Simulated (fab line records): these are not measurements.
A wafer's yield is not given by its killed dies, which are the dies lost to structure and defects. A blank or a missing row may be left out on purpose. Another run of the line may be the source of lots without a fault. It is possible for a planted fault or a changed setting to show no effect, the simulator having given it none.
Matching of chambers    flow nand_harc    NHARC_A_CONTACT_DEP_85 on pecvd-02: 3 sister chambers
The step deposits SiON, target thk 60 nm. 33 wafers are shown with their chamber, then 12 later ones without.

## WAFERS PAIRED WITH THEIR CHAMBERS
wafer   chamber  heater_power_w (W)
L076.3  1        775
L076.4  1        782
L076.6  2        841
L074.1  2        819
L074.5  0        785
L074.6  2        773
L078.1  0        765
L078.3  1        665
L078.6  2        835
L081.2  2        810
L081.3  1        753
L081.5  0        827
L081.1  0        833
L081.4  2        785
L081.6  1        776
L080.3  1        720
L080.4  0        791
L080.5  1        734
L083.1  0        807
L083.2  1        653
L083.6  1        655
L084.1  0        704
L084.5  2        805
L084.6  1        731
L085.3  0        740
L085.5  1        733
L085.6  0        740
L089.2  2        775
L089.3  1        747
L089.5  1        734
L090.2  1        740
L090.3  2        832
L090.4  2        869

SIGNATURES, as means of the wafers listed above
reading         chamber 0  chamber 1  chamber 2  scatter within a chamber
heater_power_w  776.89     728.43     814.40     39.7
Rule: for a wafer and a chamber, the distance is found by dividing, reading by reading, the gap between the wafer's reading and the chamber's mean by the reading's scatter, squaring, summing and taking the root. If the next closest chamber is less than 2 further off than the closest, the wafer can't be placed; otherwise it belongs to the closest. The scatter: the root of (the sum of the squares of (reading less its chamber's mean) over the shown wafers, divided by (wafers less chambers)).

## WAFERS WITH NO CHAMBER GIVEN
wafer   heater_power_w (W)
L091.2  851
L091.5  844
L091.6  707
L094.3  805
L094.4  797
L094.6  801
L095.3  813
L095.5  636
L095.6  815
L096.1  727
L096.2  760
L096.5  764

## EACH ONE'S CHAMBER
wafer   from the rows above           in truth
L091.2  can't be placed: 2 or 0       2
L091.5  can't be placed: 2 or 0       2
L091.6  can't be placed: 1 or 0       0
L094.3  can't be placed: 2 or 0 or 1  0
L094.4  can't be placed: 2 or 0 or 1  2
L094.6  can't be placed: 2 or 0 or 1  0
L095.3  can't be placed: 2 or 0       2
L095.5  can't be placed: 1 or 0       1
L095.6  can't be placed: 2 or 0       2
L096.1  can't be placed: 1 or 0       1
L096.2  can't be placed: 0 or 1 or 2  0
L096.5  can't be placed: 0 or 1 or 2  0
Correct placement for 0 of the 12. Can't be placed from these rows: 12 (the true chamber is among the candidates in 12). 0 placed wrongly.
